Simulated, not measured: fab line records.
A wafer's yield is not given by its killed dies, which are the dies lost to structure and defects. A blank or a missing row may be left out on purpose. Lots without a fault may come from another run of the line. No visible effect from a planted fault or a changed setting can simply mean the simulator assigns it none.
Split-lot experiment + flow n5-finfet + 39 wafers read from 7 lots, route of 1938 steps

## THE SPLIT
At N5_BEOL_M1_HM_DEP_02 (deposits TiN, target thk 20 nm), the setting target-thk-a was moved away from the recipe's 200 angstrom on 12 of the 39 wafers read, by -44.9% to +52.9%. For the rest of the wafers, this setting stayed at what the recipe calls for.

## FROM THE SPLIT TO THE READING: what the file shows between them, 4 steps
- N5_BEOL_M1_COAT_61: time 60 s, resist thk 60 nm
- N5_BEOL_M1_COAT_62: time 60 s, resist thk 12 nm
- N5_BEOL_M1_STRIP_75: strips in N2/H2
- N5_BEOL_M1_STRIP_66: strips in CF4

## THE READING
etch.depth-nm (the simulator's own value, which no gauge read), in nm, at N5_BEOL_M1_HM_OPEN_17 (chemistry Cl2/BCl3, target TiN, target depth 20 nm, overetch 6 nm). The file does not state a usual value for it. Across the 27 wafers here that went through the recipe, the average is 20.06 nm and the standard deviation 0.26 nm.

| wafer  | tool, chamber at the split | target-thk-a as run, angstrom | against the recipe | etch.depth-nm, nm | against lot-mates on the recipe |
|--------|----------------------------|-------------------------------|--------------------|-------------------|---------------------------------|
| L074.1 | pvd-sputter-01, -          | 200                           | recipe             | 20.21             | -                               |
| L074.2 | pvd-sputter-01, -          | 234.2                         | +17.1%             | 23.66             | +3.47                           |
| L074.3 | pvd-sputter-01, -          | 234.2                         | +17.1%             | 23.76             | +3.57                           |
| L074.4 | pvd-sputter-01, -          | 200                           | recipe             | 20.25             | -                               |
| L074.5 | pvd-sputter-01, -          | 234.2                         | +17.1%             | 23.79             | +3.60                           |
| L074.6 | pvd-sputter-01, -          | 200                           | recipe             | 20.11             | -                               |
| L081.1 | pvd-sputter-01, -          | 200                           | recipe             | 19.81             | -                               |
| L081.2 | pvd-sputter-01, -          | 200                           | recipe             | 19.87             | -                               |
| L081.3 | pvd-sputter-01, -          | 200                           | recipe             | 19.9              | -                               |
| L081.4 | pvd-sputter-01, -          | 200                           | recipe             | 19.78             | -                               |
| L081.5 | pvd-sputter-01, -          | 200                           | recipe             | 19.84             | -                               |
| L081.6 | pvd-sputter-01, -          | 200                           | recipe             | 19.82             | -                               |
| L085.3 | pvd-sputter-02, -          | 200                           | recipe             | 20.71             | -                               |
| L085.4 | pvd-sputter-02, -          | 200                           | recipe             | 20.34             | -                               |
| L085.6 | pvd-sputter-02, -          | 200                           | recipe             | 20.51             | -                               |
| L087.1 | pvd-sputter-01, -          | 110.2                         | -44.9%             | 10.81             | -8.86                           |
| L087.2 | pvd-sputter-01, -          | 110.2                         | -44.9%             | 10.98             | -8.69                           |
| L087.3 | pvd-sputter-01, -          | 200                           | recipe             | 19.73             | -                               |
| L087.4 | pvd-sputter-01, -          | 110.2                         | -44.9%             | 10.72             | -8.95                           |
| L087.5 | pvd-sputter-01, -          | 200                           | recipe             | 19.65             | -                               |
| L087.6 | pvd-sputter-01, -          | 200                           | recipe             | 19.64             | -                               |
| L086.1 | pvd-sputter-01, -          | 200                           | recipe             | 20.32             | -                               |
| L086.2 | pvd-sputter-01, -          | 200                           | recipe             | 20.14             | -                               |
| L086.3 | pvd-sputter-01, -          | 200                           | recipe             | 20.16             | -                               |
| L086.4 | pvd-sputter-01, -          | 200                           | recipe             | 20.15             | -                               |
| L086.5 | pvd-sputter-01, -          | 200                           | recipe             | 20.22             | -                               |
| L086.6 | pvd-sputter-01, -          | 200                           | recipe             | 20.17             | -                               |
| L088.1 | pvd-sputter-02, -          | 264.7                         | +32.3%             | 25.8              | +5.65                           |
| L088.2 | pvd-sputter-02, -          | 200                           | recipe             | 20.21             | -                               |
| L088.6 | pvd-sputter-02, -          | 200                           | recipe             | 20.21             | -                               |
| L088.3 | pvd-sputter-02, -          | 264.7                         | +32.3%             | 25.67             | +5.52                           |
| L088.4 | pvd-sputter-02, -          | 264.7                         | +32.3%             | 26.38             | +6.23                           |
| L088.5 | pvd-sputter-02, -          | 200                           | recipe             | 20.02             | -                               |
| L091.1 | pvd-sputter-03, -          | 200                           | recipe             | 20.09             | -                               |
| L091.2 | pvd-sputter-03, -          | 305.8                         | +52.9%             | 26.02             | +6.07                           |
| L091.3 | pvd-sputter-03, -          | 200                           | recipe             | 20.03             | -                               |
| L091.4 | pvd-sputter-03, -          | 200                           | recipe             | 19.72             | -                               |
| L091.5 | pvd-sputter-03, -          | 305.8                         | +52.9%             | 26.21             | +6.26                           |
| L091.6 | pvd-sputter-03, -          | 305.8                         | +52.9%             | 26.47             | +6.52                           |

FIT RESULTS
A straight line over all 39 wafers: etch.depth-nm changes by +0.164 nm for each +1% of target-thk-a; r = +0.97; the points scatter about the line by 0.94 nm.
The same after taking each lot's own level away (the mean of its wafers on the recipe; 39 wafers): +0.161 nm for each +1%; r = +0.97; scatter 0.82 nm.
Per that fit: largest target-thk-a move, reading shift of 8.5 nm.
From 19.673 to 20.520 nm: that is the span of the lots' own levels, equal to 3.3 times the standard deviation above.
Hence the lot-to-lot level has little effect on the slope; both slopes agree.
Check: +8.73 nm against its lot-mates is what the line predicts for one of the wafers moved furthest among these (+52.9%) when that wafer is left out of the fit. Against them it came out at +6.07 nm.

## THESE WAFERS: OTHER SPLITS
These wafers also went through other splits before the reading. Each is held against what the fit with the lots' levels taken away leaves over:
| other split on the same wafers                    | wafers away from the commonest value | r with etch.depth-nm (lot level and that fit taken away) |
|---------------------------------------------------|--------------------------------------|----------------------------------------------------------|
| N5_PMOS_HMC_CHANNEL_EPI_DEVELOP_08 develop-time-s | 18                                   | -0.39                                                    |
| N5_SD_EPI_N_ETCH_16 target-depth-a                | 9                                    | +0.26                                                    |
| N5_MOL_CONTACT_COAG_ALD_27 ald-cycles             | 15                                   | -0.18                                                    |

## THE WHOLE CHAIN: every reading that the file lists as answering this split, in the file's order
| step                   | what it does                                                      | reading                                                                          | change (the file's fit)                                                          | r (the file's) |
|------------------------|-------------------------------------------------------------------|----------------------------------------------------------------------------------|----------------------------------------------------------------------------------|----------------|
| N5_BEOL_M1_HM_DEP_02   | deposits TiN, target thk 20 nm                                    | TiN_of_BEOL_M1_HM_DEP_02.thk-nm (the simulator's own value, which no gauge read) | +0.199 nm for each +1% of the setting                                            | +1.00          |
| N5_BEOL_M1_HM_OPEN_17  | chemistry Cl2/BCl3, target TiN, target depth 20 nm, overetch 6 nm | etch.depth-nm (the simulator's own value, which no gauge read)                   | +0.159 nm for each +1% of the setting                                            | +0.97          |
| N5_BEOL_M1_OCD_MEAS_38 |                                                                   | trench-depth-nm                                                                  | not straight: 55.0 at the lowest setting, 55.1 at the recipe, 2.3 at the highest | not given      |

## THE FILE'S OWN FIT
etch.depth-nm changes by +0.159 nm for each +1% of target-thk-a, r = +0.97.
